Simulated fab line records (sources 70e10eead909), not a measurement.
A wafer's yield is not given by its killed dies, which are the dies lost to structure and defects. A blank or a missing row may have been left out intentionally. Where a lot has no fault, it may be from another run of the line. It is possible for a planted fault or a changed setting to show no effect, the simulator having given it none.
What tool caused it?    flow nand_harc    12 lots with 36 wafers sampled at 5 steps, on a route of 1302 steps

== WHAT THE GAUGES READ, wafer by wafer ==
NHARC_END_SORT_01. Usual: defect_limited_yield 91.4 %, standard deviation 2.4; killed_at_array 54, standard deviation 16; killed_at_other 0.6, standard deviation 0.86; killed_at_periphery 3.8, standard deviation 2.6; killed_dies 58, standard deviation 16; killed_open 3.3, standard deviation 1.8; killed_short 2.7, standard deviation 1.7; sort_bin_2_pct 3.1 %, standard deviation 1.1; sort_bin_3_pct 0.7 %, standard deviation 0.39; sort_bin_4_pct 4.8 %, standard deviation 1.3; sort_n_pass 619, standard deviation 16; sort_rim_yield_pct 89 %, standard deviation 6; sort_yield_pct 91.4 %, standard deviation 2.4.
lot   measured      on         defect_limited_yield (%)  killed_at_array  killed_at_other  killed_at_periphery  killed_dies  killed_open  killed_short  sort_bin_2_pct (%)  sort_bin_3_pct (%)  sort_bin_4_pct (%)  sort_n_pass  sort_rim_yield_pct (%)  sort_yield_pct (%)  flag
L763  day 24 19:16  prober-01  89.4 90.1 90.3            67 63 62         0 0 0            5 4 4                72 67 66     2 3 6        3 3 0         3.7 2.7 3.5         0.9 0.7 0.7         6.1 6.5 5.5         605 610 611  83 83 88                89.4 90.1 90.3      
L765  day 25 15:18  prober-02  95.1 95.6 94.7            30 24 30         0 0 3            3 6 3                33 30 36     5 6 3        2 3 4         1.2 1.3 0.6         0.1 0.4 0.4         3.5 2.7 4.3         644 647 641  92 90 92                95.1 95.6 94.7      
L767  day 25 14:32  prober-01  90.7 91.3 89.7            58 56 65         1 0 0            4 3 5                63 59 70     4 3 6        3 0 3         4.0 3.7 3.5         1.0 0.3 0.4         4.3 4.7 6.4         614 618 607  96 94 94                90.7 91.3 89.7      
L770  day 27 03:37  prober-02  87.7 87.1 90.3            80 83 64         2 0 1            1 4 1                83 87 66     2 7 1        2 5 1         4.3 4.6 5.0         1.0 1.5 0.3         6.9 6.8 4.4         594 590 611  96 93 94                87.7 87.1 90.3      
L771  day 27 03:35  prober-01  89.5 90.7 90.8            71 63 62         0 0 0            0 0 0                71 63 62     4 1 2        1 1 2         4.0 3.0 2.5         0.4 0.1 1.0         6.1 6.2 5.6         606 614 615  92 85 92                89.5 90.7 90.8      
L773  day 28 15:35  prober-02  93.1 92.5 94.1            44 48 39         0 1 0            3 2 1                47 51 40     5 5 2        2 3 0         3.2 2.1 1.8         1.2 0.7 0.1         2.5 4.7 4.0         630 626 637  94 92 99                93.1 92.5 94.1      
L775  day 29 03:35  prober-01  93.6 93.5 92.6            42 42 43         0 0 1            1 2 6                43 44 50     1 3 5        2 2 1         2.8 2.8 2.7         0.3 0.4 0.7         3.2 3.2 4.0         634 633 627  89 87 88                93.6 93.5 92.6      
L776  day 30 13:27  prober-02  91.4 92.2 91.7            54 52 53         0 0 0            4 1 3                58 53 56     4 2 6        5 3 4         2.4 3.2 2.5         0.7 0.1 0.7         5.5 4.4 5.0         619 624 621  90 93 96                91.4 92.2 91.7      
L779  day 30 12:34  prober-01  87.3 88.2 89.8            78 77 64         0 0 0            8 3 5                86 80 69     3 1 2        0 2 0         4.9 4.0 4.1         1.3 1.2 1.3         6.5 6.6 4.7         591 597 608  87 88 84                87.3 88.2 89.8      
L780  day 32 10:42  prober-01  94.1 96.3 95.6            36 23 27         1 1 0            3 1 3                40 25 30     6 3 4        3 0 6         1.5 1.2 1.6         0.3 0 0.4           4.1 2.5 2.4         637 652 647  89 91 92                94.1 96.3 95.6      
L783  day 33 06:49  prober-02  91.1 91.6 90.3            53 54 62         2 0 1            5 3 3                60 57 66     2 4 5        1 1 3         3.7 2.8 3.7         1.0 0.4 0.7         4.1 5.2 5.3         617 620 611  77 78 78                91.1 91.6 90.3      
L786  day 33 19:35  prober-02  93.6 92.3 93.4            39 49 39         0 0 0            4 3 6                43 52 45     2 4 5        1 3 1         2.2 2.8 1.8         0.4 0 0.6           3.7 4.9 4.3         634 625 632  91 89 92                93.6 92.3 93.4      

== EACH LOT AND THE TOOL THAT RAN IT (in order: tool; ch and the chambers of the sampled wafers; start) ==
lot   NHARC_P_M1_ETCH_28                  NHARC_P_M1_PRE_CLEAN_30                  NHARC_P_M1_PVD_20                        NHARC_P_M1_ANNEAL_31
L763  rie_diel-11 ch 0,3, day 6 13:56     pvd_sputter-01, day 6 15:04 or earlier   pvd_sputter-01, day 6 15:04 or earlier   rtp_anneal-01 ch 0, day 6 15:04
L765  rie_diel-11 ch 1,2, day 7 03:08     pvd_sputter-02, day 7 04:19 or earlier   pvd_sputter-02, day 7 04:19 or earlier   rtp_anneal-02 ch 0, day 7 04:19
L767  rie_diel-10 ch 1,3, day 7 16:41     pvd_sputter-02, day 7 17:50 or earlier   pvd_sputter-02, day 7 17:50 or earlier   rtp_anneal-01 ch 0, day 7 17:50
L770  rie_diel-10 ch 0,2,3, day 9 08:55   pvd_sputter-02, day 9 10:03 or earlier   pvd_sputter-02, day 9 10:03 or earlier   rtp_anneal-02 ch 0, day 9 10:03
L771  rie_diel-10 ch 0,2,3, day 9 10:32   pvd_sputter-01, day 9 11:40 or earlier   pvd_sputter-01, day 9 11:40 or earlier   rtp_anneal-02 ch 0, day 9 11:40
L773  rie_diel-11 ch 0,2,3, day 10 10:38  pvd_sputter-02, day 10 11:50 or earlier  pvd_sputter-02, day 10 11:50 or earlier  rtp_anneal-02 ch 0, day 10 11:50
L775  rie_diel-11 ch 1,2,3, day 11 04:31  pvd_sputter-02, day 11 05:39 or earlier  pvd_sputter-02, day 11 05:39 or earlier  rtp_anneal-01 ch 0, day 11 05:39
L776  rie_diel-11 ch 0,1,3, day 12 04:52  pvd_sputter-01, day 12 06:05 or earlier  pvd_sputter-01, day 12 06:05 or earlier  rtp_anneal-01 ch 0, day 12 06:05
L779  rie_diel-10 ch 0,1,3, day 12 21:27  pvd_sputter-03, day 12 22:35 or earlier  pvd_sputter-03, day 12 22:35 or earlier  rtp_anneal-02 ch 0, day 12 22:35
L780  rie_diel-11 ch 0,3, day 13 04:20    pvd_sputter-03, day 13 05:30 or earlier  pvd_sputter-03, day 13 05:30 or earlier  rtp_anneal-02 ch 0, day 13 05:30
L783  rie_diel-10 ch 0,1, day 14 15:17    pvd_sputter-02, day 14 16:32 or earlier  pvd_sputter-02, day 14 16:32 or earlier  rtp_anneal-02 ch 0, day 14 16:32
L786  rie_diel-10 ch 0,1,3, day 15 22:10  pvd_sputter-02, day 15 23:18 or earlier  pvd_sputter-02, day 15 23:18 or earlier  rtp_anneal-02 ch 0, day 15 23:18
- NHARC_P_M1_ETCH_28: etches the open film in CF4/N2, target depth 30 nm, time 72.99 s.
- NHARC_P_M1_PRE_CLEAN_30: time 30 s.
- NHARC_P_M1_PVD_20: deposits TaN, target thk 5 nm, time 8.06 s.
- NHARC_P_M1_ANNEAL_31: time 90 s.

== AS READ BY THE TOOLS THEMSELVES (means over the sampled wafers that have a number; for cases with no such wafer, the mark the record gives instead) ==
NHARC_P_M1_ETCH_28. Usual: drypump_motor_current_A 5.7 A, standard deviation 0.66; oes_product_au 1.002 a.u., standard deviation 0.0069; rf_vpp_V 315.1 V, standard deviation 1.6; showerhead_plenum_p_Torr 2.68 Torr, standard deviation 0.088; throttle_valve_pct 19.795 %, standard deviation 0.0091.
lot   tool         drypump_motor_current_A (A)  oes_product_au (a.u.)  rf_vpp_V (V)  showerhead_plenum_p_Torr (Torr)  throttle_valve_pct (%)  flag
L763  rie_diel-11  5.6                          1.004                  314.6         2.67                             19.801                  
L765  rie_diel-11  5.4                          1.005                  315.2         2.65                             19.788                  
L767  rie_diel-10  5.1                          1.006                  316.6         2.75                             19.797                  
L770  rie_diel-10  6.0                          1.002                  315.9         2.72                             19.794                  
L771  rie_diel-10  6.0                          1.006                  315.4         2.72                             19.794                  
L773  rie_diel-11  6.1                          1.003                  315.0         2.66                             19.802                  
L775  rie_diel-11  5.9                          0.993                  314.3         2.61                             19.788                  
L776  rie_diel-11  5.5                          1.008                  314.4         2.62                             19.791                  
L779  rie_diel-10  5.5                          1.001                  316.5         2.73                             19.786                  
L780  rie_diel-11  6.0                          0.950                  313.5         2.59                             19.792                  OFF
L783  rie_diel-10  6.0                          1.003                  315.8         2.70                             19.793                  
L786  rie_diel-10  5.5                          1.010                  315.8         2.73                             19.796                  

NHARC_P_M1_PRE_CLEAN_30. Usual: heater_power_w 390 W, standard deviation 27.
lot   tool            heater_power_w (W)  flag
L763  pvd_sputter-01  388                 
L765  pvd_sputter-02  399                 
L767  pvd_sputter-02  397                 
L770  pvd_sputter-02  390                 
L771  pvd_sputter-01  413                 
L773  pvd_sputter-02  405                 
L775  pvd_sputter-02  372                 
L776  pvd_sputter-01  393                 
L779  pvd_sputter-03  390                 
L780  pvd_sputter-03  386                 
L783  pvd_sputter-02  352                 
L786  pvd_sputter-02  385                 

NHARC_P_M1_PVD_20. Usual: throttle_valve_pct 30.4 %, standard deviation 0.9.
lot   tool            throttle_valve_pct (%)  flag
L763  pvd_sputter-01  30.6                    
L765  pvd_sputter-02  31.4                    
L767  pvd_sputter-02  31.4                    
L770  pvd_sputter-02  30.5                    
L771  pvd_sputter-01  30.2                    
L773  pvd_sputter-02  31.4                    
L775  pvd_sputter-02  30.6                    
L776  pvd_sputter-01  30.1                    
L779  pvd_sputter-03  30.1                    
L780  pvd_sputter-03  29.5                    
L783  pvd_sputter-02  30.2                    
L786  pvd_sputter-02  30.1                    

NHARC_P_M1_ANNEAL_31. Usual: anneal_temp_c_max 225.9, standard deviation 0.31; wafer_temp_C_max 226.0, standard deviation 0.45.
lot   tool           anneal_temp_c_max  wafer_temp_C_max  flag
L763  rtp_anneal-01  225.7              225.7             
L765  rtp_anneal-02  225.9              226.6             
L767  rtp_anneal-01  225.5              225.4             
L770  rtp_anneal-02  226.2              226.7             
L771  rtp_anneal-02  226.1              226.5             
L773  rtp_anneal-02  226.1              226.2             
L775  rtp_anneal-01  225.6              225.6             
L776  rtp_anneal-01  225.7              225.6             
L779  rtp_anneal-02  226.1              226.6             
L780  rtp_anneal-02  226.0              226.2             
L783  rtp_anneal-02  226.5              226.1             
L786  rtp_anneal-02  226.1              226.4             

== THE ANSWER, worked out from the rows above alone ==
Rule: a lot counts as off when the mean over its wafers that have a number is more than 3 standard deviations away from the usual mean. Also off: a lot with no number at a reading for which 4 or more lots have one. The other lots that the step has rows for count as sound. First the gauges in route order, then the tools' own readings, where a lot's mean is used as printed above. The first step at which some lot is off is used, and at that step the reading that is off furthest; a lot without a number counts as furthest.
Off at NHARC_P_M1_ETCH_28 (oes_product_au): L780.
A tool fits if, at that step or a process step before it, it ran every lot that is off, and no sound lot after the first of them. One candidate fits, namely rie_diel-11 at NHARC_P_M1_ETCH_28. Its last sound lot is L776 (day 12 04:52), its first lot that is off L780 (day 13 04:20): a fault that began between those two fits.
The tool's own readings at NHARC_P_M1_ETCH_28 bear it out: on the lots that are off they differ by more than 5 times the standard deviation of the sound lots' means. oes_product_au reads 0.950 a.u. there against 1.004 a.u. on the sound lots.

== WHAT THE SIMULATOR HAD PUT IN ==
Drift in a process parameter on rie_diel-11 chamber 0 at NHARC_P_M1_ETCH_28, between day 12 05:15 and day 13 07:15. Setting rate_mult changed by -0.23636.
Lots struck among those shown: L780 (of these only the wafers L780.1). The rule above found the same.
